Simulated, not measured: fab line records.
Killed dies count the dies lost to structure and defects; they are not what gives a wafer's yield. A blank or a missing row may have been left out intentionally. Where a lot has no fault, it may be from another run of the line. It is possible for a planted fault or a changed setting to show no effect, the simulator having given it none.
Matching of chambers | flow nand_harc | NHARC_A_CHANNEL_HOLE_D1_ETCH_44 on rie_diel-01 has 4 sister chambers
The step etches the open film in CF4/O2, target depth 140 nm, overetch 14 nm, time 77 s. 4 wafers are shown with their chamber, then 7 later ones without.

## WAFERS, EACH WITH ITS CHAMBER
wafer  | chamber | oes_product_au (a.u.)
L079.2 | 1       | 1.011
L082.1 | 2       | 1.010
L087.1 | 3       | 0.998
L087.2 | 0       | 0.982

## WAFERS WITH NO CHAMBER GIVEN
wafer  | oes_product_au (a.u.)
L087.6 | 1.008
L089.1 | 1.003
L089.3 | 0.981
L089.6 | 1.022
L091.3 | 0.991
L091.4 | 1.014
L091.6 | 1.000

## WHICH CHAMBER EACH WENT THROUGH
wafer  | from the rows above          | in truth
L087.6 | can't be placed: 2 or 1 or 3 | 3
L089.1 | can't be placed: 3 or 2 or 1 | 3
L089.3 | 0                            | 0
L089.6 | can't be placed: 1 or 2      | 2
L091.3 | can't be placed: 3 or 0      | 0
L091.4 | can't be placed: 1 or 2      | 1
L091.6 | can't be placed: 3 or 2 or 1 | 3
Placed correctly: 1 of 7. Unplaceable from these rows: 6, with the true chamber sitting among the candidates in 6. 0 placed wrongly.
How it was worked out, from the rows above alone: a wafer's distance from a chamber is the root of the sum, over the readings, of the square of ((its reading less the chamber's mean) divided by the reading's scatter). The wafer belongs to the nearest chamber; if the next one is less than 2 further off, it can't be placed. Each chamber's mean is taken over the wafers shown for it. The scatter (one wafer shown for each chamber): square how far every hidden wafer sits from the nearest shown wafer, average those squares and take the square root.
